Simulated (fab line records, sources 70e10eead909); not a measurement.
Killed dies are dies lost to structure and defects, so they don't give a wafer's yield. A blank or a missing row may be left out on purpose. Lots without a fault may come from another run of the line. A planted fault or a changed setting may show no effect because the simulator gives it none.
A struck lot beside a sound one | flow nand_harc | 13 steps out of a route of 1302
Sound: wafers L777.1, L777.2, L777.6. Struck: wafer L762.2. (L762.3, L762.5 of the same lot were not struck and are left out.) The cause comes at the end.
At each step with rows: each side's tool, then ch and its chambers, then its first start. Under that, the readings that differ: sound wafers | struck wafers | difference of the means | sigmas: that difference in standard deviations of wafers without a fault.
alike: readings whose means differ by less than 2 such deviations, and words and numbers that are the same on both sides. not compared: withheld readings, readings that some wafer has no value for, bounds like >300 that may hide the same value, and numbers for which the record gives no deviation and whose values overlap.
The two part at a step that has a row with sigmas, a row that says differs or no value, or rows on one side only. Numbers that don't overlap but have no deviation are shown without sigmas and don't part them. A reading that every wafer of one side lacks parts them only if that side has two wafers or more.

first, 2 steps without rows for these wafers: NHARC_A_ONON_D1_ANNEAL_15 (time 3600 s); NHARC_A_ONON_D1_DEP_16 (target thk 1000 nm).
NHARC_A_ONON_D1_THK_MEAS_18: measures by ellipsometry.
  sound on film_metro-01, day 16 15:22; struck on film_metro-01, day 10 08:30
  reading     | sound          | struck | difference | sigmas
  thk_nm (nm) | 1004 1000 1001 | 981    | -21        | -2
then, 1 step without rows for these wafers: NHARC_A_ONON_D1_DEP_19 (target thk 1000 nm).
NHARC_A_ONON_D1_THK_MEAS_21: measures by ellipsometry.
  sound on film_metro-01, day 16 15:55; struck on film_metro-01, day 10 09:04
  alike: thk_nm
then, 1 step without rows for these wafers: NHARC_A_ONON_D1_DEP_22 (target thk 1000 nm).
NHARC_A_ONON_D1_THK_MEAS_24: measures by ellipsometry.
  sound on film_metro-01, day 16 16:29; struck on film_metro-02, day 10 09:38
  alike: thk_nm
then, 1 step without rows for these wafers: NHARC_A_ONON_D1_DEP_25 (target thk 1000 nm).
NHARC_A_ONON_D1_THK_MEAS_27: measures by ellipsometry.
  sound on film_metro-01, day 16 17:03; struck on film_metro-02, day 10 10:11
  alike: thk_nm
then, 1 step without rows for these wafers: NHARC_A_ONON_D1_DEP_28 (target thk 1000 nm).
NHARC_A_ONON_D1_THK_MEAS_30: measures by ellipsometry.
  sound on film_metro-01, day 16 17:37; struck on film_metro-02, day 10 10:46
  alike: thk_nm
NHARC_A_ONON_D1_DEP_33: deposits SiO2, target thk 200 nm.
  sound on pecvd-02 ch 1,2, day 16 17:56; struck on pecvd-02 ch 0, day 10 10:49
  reading                   | sound             | struck | difference | sigmas
  mfc_precursor_sccm (sccm) | 161.0 162.5 161.7 | 267.1  | +105.4     | +99 or more
  alike: heater_power_w, showerhead_vpp_V, throttle_valve_pct
NHARC_A_ONON_D1_THK_MEAS_34: measures by ellipsometry.
  sound on film_metro-01, day 16 18:21; struck on film_metro-02, day 10 11:14
  reading     | sound             | struck | difference | sigmas
  thk_nm (nm) | 197.2 195.9 199.7 | 327.8  | +130.2     | +52

WHERE THEY PART
First at NHARC_A_ONON_D1_THK_MEAS_18; last, within this record, at NHARC_A_ONON_D1_THK_MEAS_34.

WHY: what the simulator had put in
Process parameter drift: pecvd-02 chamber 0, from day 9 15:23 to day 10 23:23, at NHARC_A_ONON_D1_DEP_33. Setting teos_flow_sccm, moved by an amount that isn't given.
